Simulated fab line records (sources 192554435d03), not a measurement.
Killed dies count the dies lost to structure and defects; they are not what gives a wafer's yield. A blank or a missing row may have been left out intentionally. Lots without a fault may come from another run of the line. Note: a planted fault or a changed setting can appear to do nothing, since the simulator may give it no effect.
A lot that was struck, set against a sound lot | flow n5Finfet | 20 steps out of a route of 1938
Sound: wafers L902.2, L902.3, L902.5. Wafers struck: L903.2, L903.5, L903.6. Last of all comes the cause.
Per side, at each step with rows, come the tool, then ch with its chambers, and then its first start. Under that, the readings that differ: sound wafers | struck wafers | difference of the means | sigmas: that difference in standard deviations of wafers without a fault.
alike: a reading whose means differ by less than 2 such deviations, as well as words and numbers matching on both sides. not compared: withheld readings; readings where some wafer has no value; bounds like >300 that might hide an equal value; numbers whose values overlap and for which the record gives no deviation.
The two part at a step that has a row with sigmas, a row that says differs or no value, or rows on one side only. When numbers do not overlap yet have no deviation, they are printed without sigmas and do not part them. Lack of a reading on every wafer of one side parts them only where that side has two or more wafers.

N5_FIN_CUT_INSPECT_10: inspects for defects (brightfield).
  struck on defectInspect-02, day 4 09:40; sound on defectInspect-01, day 4 03:30
  alike: rawDefectCount
then, 3 steps without rows for these wafers: N5_FIN_CUT_DESCUM_13 (chemistry O2, time 7 s); N5_FIN_CUT_ETCH_30 (etches underlayer in N2/H2, target depth 13 nm, time 10.4 s); N5_FIN_CUT_ETCH_20 (etches SiARC in CF4, target depth 26 nm, time 43.3 s).
N5_FIN_CUT_ETCH_21: etches SOC in N2/H2, target depth 219 nm, overetch 43.8 nm, time 523.5 s.
  sound on rieDiel-03 ch 0,1, day 4 03:38; struck on rieDiel-03 ch 0,1,3, day 4 09:47
  alike: drypumpMotorCurrentA, oesProductAu, rfVppV, showerheadPlenumPTorr, throttleValvePct
  not compared: rfHoursCounterH
then, 2 steps without rows for these wafers: N5_FIN_CUT_STRIP_23 (strips in N2/H2); N5_FIN_CUT_STRIP_31 (strips in N2/H2).
N5_FIN_CUT_STRIP_24: strips in CF4.
  sound on rieDiel-03 ch 0,1, day 4 03:57; struck on rieDiel-03 ch 0,1,3, day 4 10:07
  alike: drypumpMotorCurrentA, oesProductAu, rfVppV, showerheadPlenumPTorr, throttleValvePct
  not compared: rfHoursCounterH
then, 1 step without rows for these wafers: N5_FIN_CUT_CUT_ETCH_26 (etches SiNx in CH3F/O2, target depth 39 nm, time 55.7 s).
N5_FIN_CUT_CUT_ETCH_27: etches SiO2 in CHF3/O2, target depth 4 nm, overetch 2 nm, time 4.9 s.
  sound on rieDiel-03 ch 0,1, day 4 04:01; struck on rieDiel-03 ch 0,1,3, day 4 10:10
  alike: drypumpMotorCurrentA, oes_f_703_au, oesProductAu, rfVppV, showerheadPlenumPTorr, throttleValvePct
  not compared: rfHoursCounterH
N5_FIN_CUT_PRECLEAN_35: cleans in vHF, time 13.3 s.
  sound on vaporEtch-02 ch 1, day 4 04:05; struck on vaporEtch-01 ch 0,1, day 4 10:14
  alike: drypumpMotorCurrentA
then, 1 step without rows for these wafers: N5_FIN_CUT_CUT_ETCH_15 (etches Si in HBr/Cl2/O2, target depth 100 nm, bt time 10 s, time 42.4 s).
N5_FIN_CUT_CUT_ETCH_28: etches Si in HBr/Cl2/O2, target depth 6 nm, time 2.4 s.
  sound on rieSi-01 ch 1,2, day 4 04:13; struck on rieSi-06 ch 1,2,3, day 4 10:23
  alike: drypumpMotorCurrentA, oesProductAu, throttleValvePct
  not compared: rfHoursCounterH
then, 4 steps without rows for these wafers: N5_FIN_CUT_STRIP_22 (strips in N2/H2); N5_FIN_CUT_PRECLEAN_36 (cleans in O3/DIW, time 60 s); N5_FIN_CUT_SRD_32 (time 30 s); N5_FIN_CUT_UV_OZONE_34 (time 120 s).
N5_FIN_CUT_INSPECT_17: inspects for defects (brightfield).
  struck on defectInspect-02, day 4 10:37; sound on defectInspect-01, day 4 04:27
reading        | sound       | struck         | difference | sigmas
rawDefectCount | 275 198 207 | 1455 1445 1439 | +1220      | +21
N5_STI_FIN_REVEAL_ALD_00: deposits SiO2, target thk 1 nm, pulse time 1 s.
  sound on aldSin-02 ch 2,3, day 4 04:29; struck on aldSin-04 ch 0,1,3, day 4 10:39
  alike: heaterPowerOuterW, heaterPowerW, precursorPulseHeightRel
-- the record jumps here: 10 days lie between the struck wafers' starts before and after (it left off in module STI_FIN_REVEAL and takes up again in module PASSIVATION, whose first step shown is number 1936 of the route) --
N5_PASSIVATION_PROBE_49:
  record: rows for the struck wafers here (prober-02, day 14 00:40), none for the sound ones

## WHERE THEY PART
At N5_FIN_CUT_INSPECT_17 first; at N5_PASSIVATION_PROBE_49 last (within this record only).

WHY: what the simulator had put in
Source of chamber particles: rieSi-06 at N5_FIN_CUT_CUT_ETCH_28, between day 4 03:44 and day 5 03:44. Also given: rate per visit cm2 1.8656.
